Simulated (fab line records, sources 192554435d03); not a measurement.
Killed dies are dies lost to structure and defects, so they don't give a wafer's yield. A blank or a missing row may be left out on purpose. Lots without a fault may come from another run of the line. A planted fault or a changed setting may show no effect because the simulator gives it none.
Which tool did it? | flow n5_finfet | 12 lots, 34 wafers sampled, at 4 steps of a route of 1938

WHAT THE GAUGES READ, wafer by wafer
N5_BEOL_M8_RS_MEAS_57: measures by four-point-probe. Usual: M8_RS 0.287 ohm/sq, standard deviation 0.0065.
lot  | measured     | on            | M8_RS (ohm/sq)    | flag
L972 | day 9 11:38  | film_metro-01 | 0.300 0.282 0.280 |
L975 | day 10 03:41 | film_metro-01 | 0.285 0.281 0.278 |
L976 | day 10 13:23 | film_metro-01 | 0.283 0.279 0.284 |
L982 | day 11 19:29 | film_metro-01 | 0.298 0.291 0.293 |
L981 | day 11 23:32 | film_metro-01 | 0.289 0.287       |
L984 | day 12 14:37 | film_metro-02 | 0.293 0.283       |
L987 | day 13 14:14 | film_metro-01 | 0.281 0.281 0.286 |
L990 | day 13 15:14 | film_metro-01 | 0.282 0.294 0.295 |
L989 | day 13 15:30 | film_metro-01 | 0.301 0.287 0.294 |
L992 | day 14 14:14 | film_metro-01 | 0.281 0.283 0.277 |
L994 | day 15 14:02 | film_metro-01 | 0.284 0.273 0.287 |
L993 | day 15 16:06 | film_metro-02 | 0.278 0.292 0.280 |

WHICH TOOL RAN EACH LOT (tool, then ch and the chambers of the sampled wafers, then the start)
lot  | N5_BEOL_M8_STRIP_80                           | N5_BEOL_M8_CVD_78                | N5_BEOL_M8_ANNEAL_51
L972 | rie_diel-03 ch 0,1,3, day 9 10:25 or earlier  | cvd_co-01 ch 0,2, day 9 10:25    | rtp_anneal-01 ch 0, day 9 10:58
L975 | rie_diel-04 ch 1,2, day 10 02:23 or earlier   | cvd_co-02 ch 0,2, day 10 02:23   | rtp_anneal-01 ch 0, day 10 03:03
L976 | rie_diel-04 ch 0,1,2, day 10 12:21 or earlier | cvd_co-01 ch 0,1,2, day 10 12:21 | rtp_anneal-01 ch 0, day 10 12:47
L982 | rie_diel-03 ch 0,2,3, day 11 18:18 or earlier | cvd_co-01 ch 1,2, day 11 18:18   | rtp_anneal-01 ch 0, day 11 18:45
L981 | rie_diel-03 ch 1,3, day 11 22:25 or earlier   | cvd_co-01 ch 0, day 11 22:25     | rtp_anneal-01 ch 0, day 11 22:53
L984 | rie_diel-04 ch 1,2, day 12 13:05 or earlier   | cvd_co-01 ch 0,2, day 12 13:05   | rtp_anneal-01 ch 0, day 12 13:48
L987 | rie_diel-06 ch 1,2, day 13 13:05 or earlier   | cvd_co-02 ch 0,1,2, day 13 13:05 | rtp_anneal-02 ch 0, day 13 13:33
L990 | rie_diel-03 ch 0,1,2, day 13 14:02 or earlier | cvd_co-02 ch 0,1,2, day 13 14:02 | rtp_anneal-02 ch 0, day 13 14:31
L989 | rie_diel-06 ch 1,2,3, day 13 14:11 or earlier | cvd_co-02 ch 0,1, day 13 14:11   | rtp_anneal-02 ch 0, day 13 14:47
L992 | rie_diel-04 ch 1,3, day 14 13:08 or earlier   | cvd_co-02 ch 0,1, day 14 13:08   | rtp_anneal-02 ch 0, day 14 13:29
L994 | rie_diel-06 ch 1,2,3, day 15 12:52 or earlier | cvd_co-01 ch 0,2, day 15 12:52   | rtp_anneal-01 ch 0, day 15 13:16
L993 | rie_diel-06 ch 2,3, day 15 14:59 or earlier   | cvd_co-02 ch 1,2, day 15 14:59   | rtp_anneal-02 ch 0, day 15 15:26
- N5_BEOL_M8_STRIP_80: strips in N2/H2, time 10 s.
- N5_BEOL_M8_CVD_78: deposits Co from CCTBA/H2, target thk 2 nm, time 142.3 s.
- N5_BEOL_M8_ANNEAL_51: time 90 s.

WHAT THE TOOLS THEMSELVES READ (means of the sampled wafers that have a number; where no wafer has one, the mark that the record gives instead)
N5_BEOL_M8_STRIP_80. Usual: drypump_motor_current_A 5.5 A, standard deviation 0.39; oes_product_au 0.81 a.u., standard deviation 0.077; rf_vpp_V 59.1 V, standard deviation 0.85; showerhead_plenum_p_Torr 2.55 Torr, standard deviation 0.088; throttle_valve_pct 23.7 %, standard deviation 0.36.
lot  | tool        | drypump_motor_current_A (A) | oes_product_au (a.u.) | rf_vpp_V (V) | showerhead_plenum_p_Torr (Torr) | throttle_valve_pct (%) | flag
L972 | rie_diel-03 | 5.4                         | 0.84                  | 58.4         | 2.53                            | 23.8                   |
L975 | rie_diel-04 | 5.7                         | 0.90                  | 59.3         | 2.59                            | 23.4                   |
L976 | rie_diel-04 | 5.6                         | 0.85                  | 59.4         | 2.62                            | 23.6                   |
L982 | rie_diel-03 | 5.5                         | 0.86                  | 59.7         | 2.58                            | 23.6                   |
L981 | rie_diel-03 | 5.7                         | 0.91                  | 58.9         | 2.54                            | 23.7                   |
L984 | rie_diel-04 | 5.8                         | 0.84                  | 58.0         | 2.58                            | 23.4                   |
L987 | rie_diel-06 | 5.2                         | 0.74                  | 58.4         | 2.43                            | 24.0                   |
L990 | rie_diel-03 | 5.5                         | 0.83                  | 58.8         | 2.54                            | 23.4                   |
L989 | rie_diel-06 | 5.6                         | 0.72                  | 58.7         | 2.49                            | 24.0                   |
L992 | rie_diel-04 | 5.6                         | 0.84                  | 58.1         | 2.57                            | 23.4                   |
L994 | rie_diel-06 | 5.6                         | 0.80                  | 58.8         | 2.49                            | 24.0                   |
L993 | rie_diel-06 | 6.0                         | 0.88                  | 58.9         | 2.54                            | 23.9                   |

N5_BEOL_M8_CVD_78. Usual: run_length_s 165.2 s, standard deviation 0.64.
lot  | tool      | run_length_s (s) | flag
L972 | cvd_co-01 | 164.8            |
L975 | cvd_co-02 | 164.5            |
L976 | cvd_co-01 | 165.5            |
L982 | cvd_co-01 | 144.0            | OFF
L981 | cvd_co-01 | 131.7            | OFF
L984 | cvd_co-01 | 99.5             | OFF
L987 | cvd_co-02 | 165.2            |
L990 | cvd_co-02 | 165.1            |
L989 | cvd_co-02 | 164.9            |
L992 | cvd_co-02 | 165.3            |
L994 | cvd_co-01 | 164.7            |
L993 | cvd_co-02 | 165.3            |

N5_BEOL_M8_ANNEAL_51. Usual: wafer_temp_C_max 225.92, standard deviation 0.23.
lot  | tool          | wafer_temp_C_max | flag
L972 | rtp_anneal-01 | 225.96           |
L975 | rtp_anneal-01 | 226.09           |
L976 | rtp_anneal-01 | 226.00           |
L982 | rtp_anneal-01 | 225.91           |
L981 | rtp_anneal-01 | 225.86           |
L984 | rtp_anneal-01 | 226.02           |
L987 | rtp_anneal-02 | 225.92           |
L990 | rtp_anneal-02 | 225.92           |
L989 | rtp_anneal-02 | 226.12           |
L992 | rtp_anneal-02 | 226.02           |
L994 | rtp_anneal-01 | 225.92           |
L993 | rtp_anneal-02 | 226.10           |

THE ANSWER, worked out from the rows above alone
Rule: a lot is off if the mean of its wafers that have a number lies more than 3 standard deviations from the usual mean. A lot without any number at a reading at which 4 lots or more have one is off too. The other lots that the step has rows for count as sound. The gauges are gone through in route order, then the tools' own readings, and for those a lot's mean is taken as printed above. The first step at which some lot is off is used, and at that step the reading that is off furthest; a lot without a number counts as furthest.
Off: L982, L981, L984, at N5_BEOL_M8_CVD_78 (run_length_s).
A tool fits if, at that step or a process step before it, it ran every lot that is off, and no sound lot after the first of them. N5_BEOL_M8_STRIP_80 gives no start for some lots, so the hours and the order of its lots are those of N5_BEOL_M8_CVD_78. None of those tried fits.

WHAT THE SIMULATOR HAD PUT IN
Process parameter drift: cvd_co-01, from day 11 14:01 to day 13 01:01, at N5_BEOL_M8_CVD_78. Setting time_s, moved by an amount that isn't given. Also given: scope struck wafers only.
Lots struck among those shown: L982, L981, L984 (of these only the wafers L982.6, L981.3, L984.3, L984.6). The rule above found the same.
